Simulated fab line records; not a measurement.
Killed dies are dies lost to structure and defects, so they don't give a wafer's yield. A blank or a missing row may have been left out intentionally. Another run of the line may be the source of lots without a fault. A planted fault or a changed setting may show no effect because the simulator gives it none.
A lot that was struck, set against a sound lot ; flow n5-finfet ; 16 steps out of a route of 1938
Sound: wafers L748.2, L748.3, L748.5. Struck: wafers L747.2, L747.6. (L747.5 of the same lot was not struck and is left out.) The cause comes at the end.
Each step with rows lists, per side, the tool, then ch with its chambers, then its first start. Under that, the readings that differ: sound wafers ; struck wafers ; difference of the means ; sigmas: that difference in standard deviations of wafers without a fault.
alike: words and numbers the same on both sides, and readings whose means are apart by under 2 such deviations; not compared: readings that were withheld, readings missing a value for some wafer, numbers with overlapping values and no deviation given by the record, and bounds like >300 which may hide the same value.
The two part at a step that has a row with sigmas, a row that says differs or no value, or rows on one side only. When numbers do not overlap yet have no deviation, they are printed without sigmas and do not part them. A reading missing from all wafers of one side parts the sides only when that side holds two or more wafers.

first, 6 steps without rows for these wafers: N5_BEOL_M3_COAT_22 (resist thk 30 nm); N5_BEOL_M3_EBR_24; N5_BEOL_M3_SOFTBAKE_23 (time 60 s); N5_BEOL_M3_EXPOSE_25 (exposes mask V2, defocus 5 nm); N5_BEOL_M3_PEB_26 (peb time 60 s); N5_BEOL_M3_DEVELOP_27 (develop time 30 s).
N5_BEOL_M3_CD_MEAS_28: target cd 25.7 nm, target cd y 23.3 nm.
  sound on cd-sem-01 ch 0, day 9 01:42; struck on cd-sem-03 ch 0, day 8 19:20
  alike: cd-nm
N5_BEOL_M3_OVL_MEAS_29:
  sound on overlay-01 ch 0, day 9 01:44; struck on overlay-01 ch 0, day 8 19:23
  alike: V2_OVL
N5_BEOL_M3_INSPECT_30: inspects for defects (brightfield).
  sound on defect-inspect-02 at day 9 01:47; struck on defect-inspect-01 at day 8 19:26
  alike: raw-defect-count
N5_BEOL_M3_DESCUM_33: chemistry O2, time 7 s.
  sound on rie-diel-02 ch 1,2, day 9 01:49; struck on rie-diel-05 ch 2,3, day 8 19:28
  alike: drypump-motor-current-A, o2-flow-sccm, oes-product-au, rf-vpp-V, showerhead-plenum-p-Torr, throttle-valve-pct
  not compared: rf-hours-counter-h
N5_BEOL_M3_ETCH_77: etches underlayer in N2/H2, target depth 6.5 nm, time 5.2 s.
  sound on rie-diel-02 ch 1,2, day 9 01:52; struck on rie-diel-05 ch 2,3, day 8 19:30
  alike: drypump-motor-current-A, etch-rf-on-time-s, oes-product-au, rf-vpp-V, showerhead-plenum-p-Torr, throttle-valve-pct
  not compared: rf-hours-counter-h
N5_BEOL_M3_ETCH_69: etches SiARC in CF4, target depth 15.6 nm, time 26 s.
  sound on rie-diel-02 ch 1,2, day 9 01:52; struck on rie-diel-05 ch 2,3, day 8 19:31
  alike: drypump-motor-current-A, etch-rf-on-time-s, oes-product-au, rf-vpp-V, showerhead-plenum-p-Torr, throttle-valve-pct
  not compared: rf-hours-counter-h
N5_BEOL_M3_ALD_98: deposits SiO2, target thk 2.5 nm, pulse time 1 s, co reactant pulse time 1 s.
  sound on ald-sin-04 ch 0,1,2, day 9 01:58; struck on ald-sin-01 ch 0,1, day 8 19:36
reading;sound;struck;difference;sigmas
ald-cycles;17 17 17;18 18;+1;
  alike: heater-power-w, precursor-pulse-height-rel
  not compared: since-wet-clean-h
N5_BEOL_M3_ETCHBACK_99: etches SiO2 in CHF3, target depth 5 nm, time 10.4 s.
  sound on rie-diel-02 ch 2,3, day 9 15:18; struck on rie-diel-01 ch 2,3, day 9 11:20
  alike: drypump-motor-current-A, oes-product-au, rf-vpp-V, showerhead-plenum-p-Torr, throttle-valve-pct
  not compared: rf-hours-counter-h
N5_BEOL_M4_RC_MEAS_101:
  sound on prober-02 ch 0, day 10 19:51; struck on prober-01 ch 0, day 10 19:14
  alike: DIBL_N, DIBL_P, IOFF_N, IOFF_P, ION_N, ION_P, SS_N, SS_P, VT_N, VT_P
-- here the record skips 4 days between the struck wafers' starts before and after, leaving off in module BEOL_M4 and picking up in module PASSIVATION (first step shown: number 1936 of the route) --
N5_PASSIVATION_PROBE_49:
  the record has rows for the struck wafers here (prober-01, day 15 02:11) and none for the sound ones

== WHERE THEY PART ==
At N5_PASSIVATION_PROBE_49 and nowhere else, as far as this record goes.

WHY: whatever the simulator had introduced
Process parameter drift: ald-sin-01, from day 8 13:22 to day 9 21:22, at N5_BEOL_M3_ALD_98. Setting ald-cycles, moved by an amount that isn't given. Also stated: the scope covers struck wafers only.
